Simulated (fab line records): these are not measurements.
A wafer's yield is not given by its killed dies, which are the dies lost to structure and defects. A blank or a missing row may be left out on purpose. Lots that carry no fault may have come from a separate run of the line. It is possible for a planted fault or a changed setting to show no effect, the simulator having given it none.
Split-lot study | flow n5Finfet | route with 1938 steps; 7 lots, 21 wafers read

== ABOUT THE SPLIT ==
At N5_MOL_CONTACT_COAG_CONTACT_ETCH_14 (etches SiO2 in C4F6/O2, target depth 27.5 nm, overetch 8.5 nm, time 20 s), the setting sourceW was moved away from the recipe's 370 W on 7 of the 21 wafers read, by -15.0% to +15.4%. All remaining wafers had this setting at the recipe value.

The reading is taken at the split's own step.

== THE READING ==
rfVppV, in V, at N5_MOL_CONTACT_COAG_CONTACT_ETCH_14 (etches SiO2 in C4F6/O2, target depth 27.5 nm, overetch 8.5 nm, time 20 s). On this fab line, fault-free wafers typically give 694.3 V with a standard deviation of 3 V.

wafer  | tool, chamber at the split | sourceW as run, W | against the recipe | rfVppV, V | against lot-mates on the recipe
L074.1 | rieDiel-02, 1              | 343.5             | -7.2%              | 714.9     | +19.6
L074.5 | rieDiel-02, 3              | 370               | recipe             | 694.9     | -
L074.6 | rieDiel-02, 2              | 370               | recipe             | 695.6     | -
L083.3 | rieDiel-01, 1              | 370               | recipe             | 690.6     | -
L083.4 | rieDiel-01, 3              | 370               | recipe             | 698.7     | -
L083.5 | rieDiel-01, 2              | 370               | recipe             | 695.3     | -
L090.2 | rieDiel-01, 3              | 370               | recipe             | 698.5     | -
L090.3 | rieDiel-01, 2              | 370               | recipe             | 694.3     | -
L090.6 | rieDiel-01, 2              | 370               | recipe             | 696.0     | -
L094.1 | rieDiel-06, 2              | 427.1             | +15.4%             | 659.6     | -31.5
L094.3 | rieDiel-06, 0              | 427.1             | +15.4%             | 658.7     | -32.4
L094.4 | rieDiel-06, 3              | 370               | recipe             | 691.1     | -
L095.1 | rieDiel-01, 0              | 314.4             | -15.0%             | 731.3     | +32.9
L095.3 | rieDiel-01, 3              | 370               | recipe             | 698.4     | -
L095.5 | rieDiel-01, 3              | 314.4             | -15.0%             | 732.7     | +34.3
L096.1 | rieDiel-06, 1              | 370               | recipe             | 693.9     | -
L096.2 | rieDiel-06, 3              | 370               | recipe             | 692.7     | -
L096.6 | rieDiel-06, 2              | 370               | recipe             | 689.7     | -
L097.1 | rieDiel-06, 1              | 418.6             | +13.1%             | 674.0     | -16.4
L097.3 | rieDiel-06, 0              | 370               | recipe             | 690.4     | -
L097.5 | rieDiel-06, 0              | 418.6             | +13.1%             | 664.0     | -26.4

THE FIT
A straight line over all 21 wafers: rfVppV changes by -2.3 V for each +1% of sourceW; r = -0.98; the points scatter about the line by 3.5 V.
The same after taking each lot's own level away (the mean of its wafers on the recipe; 21 wafers): -2.05 V for each +1%; r = -0.98; scatter 3.1 V.
The reading moves by 32 V for the largest change in sourceW, on that fit.
From 690.40 to 698.40 V: that is the span of the lots' own levels, equal to 2.7 times the standard deviation above.
So the slope is not independent of the lot-to-lot level: the two fits are not the same.
Check: for one of the wafers moved furthest among these (+15.4%), held out of the fit, the line's prediction against its lot-mates is -30.5 V. It came out at -31.5 V against them.
Tool readings at the split's step, against how far the setting was moved: rfVppV r = -0.98.

== OTHER SPLITS ON THESE WAFERS ==
Before the reading, these wafers also passed through other splits. Each is held against what the fit with the lots' levels taken away leaves over:
other split on the same wafers       | wafers away from the commonest value | r with rfVppV (lot level and that fit taken away)
N5_HKMG_FIN_ETCH_31 biasW            | 9                                    | -0.09
N5_MOL_CONTACT_COAG_EXPOSE_05 doseMj | 10                                   | +0.05

== FILE'S OWN FIT ==
rfVppV changes by -2.07 V for each +1% of sourceW, r = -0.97.
